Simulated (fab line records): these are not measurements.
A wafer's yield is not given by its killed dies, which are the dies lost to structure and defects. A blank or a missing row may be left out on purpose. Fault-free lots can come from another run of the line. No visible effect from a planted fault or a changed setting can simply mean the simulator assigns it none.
Chamber matching -- flow nand harc -- 4 sister chambers for NHARC_A_CONTACT_ETCH_110 on rie diel-04
The step etches the open film in CF4/O2, target depth 50 nm, overetch 5 nm, time 27.5 s. 16 wafers are shown with their chamber, then 8 later ones without.

## EACH WAFER AND ITS CHAMBER
wafer,chamber,showerhead plenum p Torr (Torr),drypump motor current A (A),rf vpp V (V)
L074.1,3,1.34,4.9,199.1
L074.5,3,1.34,4.9,198.0
L074.6,2,1.31,5.6,197.0
L075.2,2,1.31,5.6,197.5
L075.3,3,1.34,5.0,196.3
L075.6,1,1.32,5.8,199.0
L076.1,2,1.31,5.6,196.4
L076.3,0,1.25,5.6,196.0
L076.4,1,1.32,5.9,198.1
L088.2,3,1.34,5.0,198.1
L088.5,2,1.31,5.6,197.0
L088.6,1,1.32,5.9,198.4
L090.1,2,1.31,5.6,198.5
L090.2,1,1.32,5.9,197.7
L090.5,0,1.25,5.6,195.4
L094.1,3,1.33,4.9,198.1

SIGNATURES (averages over the wafers above)
reading,chamber 0,chamber 1,chamber 2,chamber 3,scatter within a chamber
showerhead plenum p Torr,1.2500,1.3200,1.3100,1.3380,0.00258
drypump motor current A,5.600,5.875,5.600,4.940,0.0403
rf vpp V,195.700,198.300,197.280,197.920,0.798
Rule: distance of a wafer from a chamber = root of the sum over the readings of ((wafer's reading minus chamber's mean) / reading's scatter) squared. If the next closest chamber is less than 2 further off than the closest, the wafer can't be placed; otherwise it belongs to the closest. The scatter: take each reading less its chamber's mean, square it, sum over the shown wafers, divide by the number of wafers less the number of chambers, and take the root.

## WAFERS MISSING THEIR CHAMBER
wafer,showerhead plenum p Torr (Torr),drypump motor current A (A),rf vpp V (V)
L094.5,1.32,5.9,197.6
L094.6,1.25,5.5,195.4
L097.3,1.33,4.9,199.4
L097.4,1.32,5.9,197.3
L097.6,1.31,5.7,196.2
L095.1,1.33,5.0,197.6
L095.2,1.24,5.6,196.2
L095.6,1.31,5.6,197.8

## WHICH CHAMBER EACH WENT THROUGH
wafer,from the rows above,in truth
L094.5,1,1
L094.6,0,0
L097.3,3,3
L097.4,1,1
L097.6,2,2
L095.1,3,3
L095.2,0,0
L095.6,2,2
Correctly placed: 8 of 8. Left unplaced by these rows: 0. 0 placed wrongly.
